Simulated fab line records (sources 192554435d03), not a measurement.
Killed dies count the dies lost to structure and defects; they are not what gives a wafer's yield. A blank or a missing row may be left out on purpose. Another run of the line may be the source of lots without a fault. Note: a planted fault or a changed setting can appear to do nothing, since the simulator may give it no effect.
Chamber matching || flow n5Finfet || 4 sister chambers for N5_BEOL_M3_VIA_ETCH_34 on rieDiel-05
The step etches the open film in C4F6/O2, target depth 69.4 nm, time 65.9 s. 4 wafers are shown with their chamber, then 8 later ones without.

== WAFERS, EACH WITH ITS CHAMBER ==
{"wafer": "L083.2", "chamber": 3, "showerheadPlenumPTorr (Torr)": 2.90}
{"wafer": "L085.3", "chamber": 1, "showerheadPlenumPTorr (Torr)": 2.82}
{"wafer": "L085.5", "chamber": 0, "showerheadPlenumPTorr (Torr)": 2.92}
{"wafer": "L090.1", "chamber": 2, "showerheadPlenumPTorr (Torr)": 2.73}

== WAFERS WITHOUT THEIR CHAMBER ==
{"wafer": "L090.3", "showerheadPlenumPTorr (Torr)": 2.82}
{"wafer": "L090.6", "showerheadPlenumPTorr (Torr)": 2.82}
{"wafer": "L092.2", "showerheadPlenumPTorr (Torr)": 2.89}
{"wafer": "L092.3", "showerheadPlenumPTorr (Torr)": 2.92}
{"wafer": "L092.6", "showerheadPlenumPTorr (Torr)": 2.89}
{"wafer": "L095.2", "showerheadPlenumPTorr (Torr)": 2.89}
{"wafer": "L095.4", "showerheadPlenumPTorr (Torr)": 2.82}
{"wafer": "L095.5", "showerheadPlenumPTorr (Torr)": 2.72}

== WHICH CHAMBER EACH ONE RAN IN ==
{"wafer": "L090.3", "from the rows above": 1, "in truth": 1}
{"wafer": "L090.6", "from the rows above": 1, "in truth": 1}
{"wafer": "L092.2", "from the rows above": 3, "in truth": 3}
{"wafer": "L092.3", "from the rows above": 0, "in truth": 0}
{"wafer": "L092.6", "from the rows above": 3, "in truth": 3}
{"wafer": "L095.2", "from the rows above": 3, "in truth": 3}
{"wafer": "L095.4", "from the rows above": 1, "in truth": 1}
{"wafer": "L095.5", "from the rows above": 2, "in truth": 2}
Placed correctly: 8 of 8. Can't be placed from these rows: 0. Placed wrongly: 0.
How it was worked out, from the rows above alone: a wafer's distance from a chamber is the root of the sum, over the readings, of the square of ((its reading less the chamber's mean) divided by the reading's scatter). If the next closest chamber is less than 2 further off than the closest, the wafer can't be placed; otherwise it belongs to the closest. Each chamber's mean is taken over the wafers shown for it. The scatter (one wafer shown for each chamber): square how far every hidden wafer sits from the nearest shown wafer, average those squares and take the square root.
